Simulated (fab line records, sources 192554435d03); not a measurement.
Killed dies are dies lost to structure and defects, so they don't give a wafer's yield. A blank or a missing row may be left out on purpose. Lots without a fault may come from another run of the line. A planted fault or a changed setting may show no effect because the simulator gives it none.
Chamber matching | flow n5_finfet | N5_MOL_CONTACT_COAG_ALD_131 on ald_sin-03: 4 sister chambers
The step deposits SiO2, target thk 5 nm, pulse time 1 s, co reactant pulse time 1 s. 18 wafers are shown with their chamber, then 9 later ones without.

WAFERS WITH THEIR CHAMBER
wafer  | chamber | heater_power_w (W) | chamber_pressure_Torr (Torr) | precursor_pulse_height_rel
L075.1 | 2       | 80                 | 1.997                        | 1.009
L075.3 | 0       | 89                 | 1.989                        | 0.983
L075.4 | 1       | 59                 | 1.996                        | 0.992
L076.1 | 0       | 91                 | 1.995                        | 1.041
L076.4 | 3       | 86                 | 2.000                        | 0.973
L076.6 | 1       | 60                 | 1.998                        | 0.970
L077.2 | 1       | 60                 | 1.997                        | 0.978
L077.4 | 2       | 80                 | 2.003                        | 1.018
L077.6 | 2       | 82                 | 1.998                        | 1.011
L081.4 | 1       | 59                 | 2.007                        | 1.001
L081.5 | 3       | 83                 | 2.003                        | 0.974
L081.6 | 2       | 79                 | 1.994                        | 0.986
L087.2 | 2       | 80                 | 2.003                        | 1.026
L087.5 | 3       | 82                 | 2.005                        | 0.997
L087.6 | 2       | 79                 | 2.016                        | 0.968
L090.1 | 2       | 76                 | 1.995                        | 1.002
L090.5 | 3       | 77                 | 1.999                        | 1.012
L090.6 | 0       | 85                 | 1.998                        | 0.998

SIGNATURES (means of the wafers above)
reading                    | chamber 0 | chamber 1 | chamber 2 | chamber 3 | scatter within a chamber
heater_power_w             | 88.33     | 59.50     | 79.43     | 82.00     | 2.41
chamber_pressure_Torr      | 1.99400   | 1.99950   | 2.00086   | 2.00175   | 0.00588
precursor_pulse_height_rel | 1.00733   | 0.98525   | 1.00286   | 0.98900   | 0.0204
Rule: a wafer's distance from a chamber is the root of the sum, over the readings, of the square of ((its reading less the chamber's mean) divided by the reading's scatter). The wafer belongs to the nearest chamber; if the next one is less than 2 further off, it can't be placed. The scatter: the root of (the sum of the squares of (reading less its chamber's mean) over the shown wafers, divided by (wafers less chambers)).

WAFERS WITHOUT THEIR CHAMBER
wafer  | heater_power_w (W) | chamber_pressure_Torr (Torr) | precursor_pulse_height_rel
L091.1 | 78                 | 2.007                        | 1.010
L091.5 | 60                 | 1.998                        | 1.001
L091.6 | 87                 | 1.996                        | 1.006
L092.1 | 61                 | 1.996                        | 0.999
L092.3 | 86                 | 2.003                        | 1.002
L092.4 | 77                 | 2.003                        | 0.989
L093.2 | 78                 | 1.999                        | 1.012
L093.4 | 62                 | 1.992                        | 0.995
L093.5 | 80                 | 2.000                        | 0.962

WHICH CHAMBER EACH WENT THROUGH
wafer  | from the rows above          | in truth
L091.1 | can't be placed: 2 or 3      | 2
L091.5 | 1                            | 1
L091.6 | can't be placed: 0 or 3      | 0
L092.1 | 1                            | 1
L092.3 | can't be placed: 3 or 0 or 2 | 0
L092.4 | can't be placed: 2 or 3      | 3
L093.2 | can't be placed: 2 or 3      | 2
L093.4 | 1                            | 1
L093.5 | can't be placed: 3 or 2      | 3
Placed correctly: 3 of 9. Can't be placed from these rows: 6 (the true chamber is among the candidates in 6). Placed wrongly: 0.
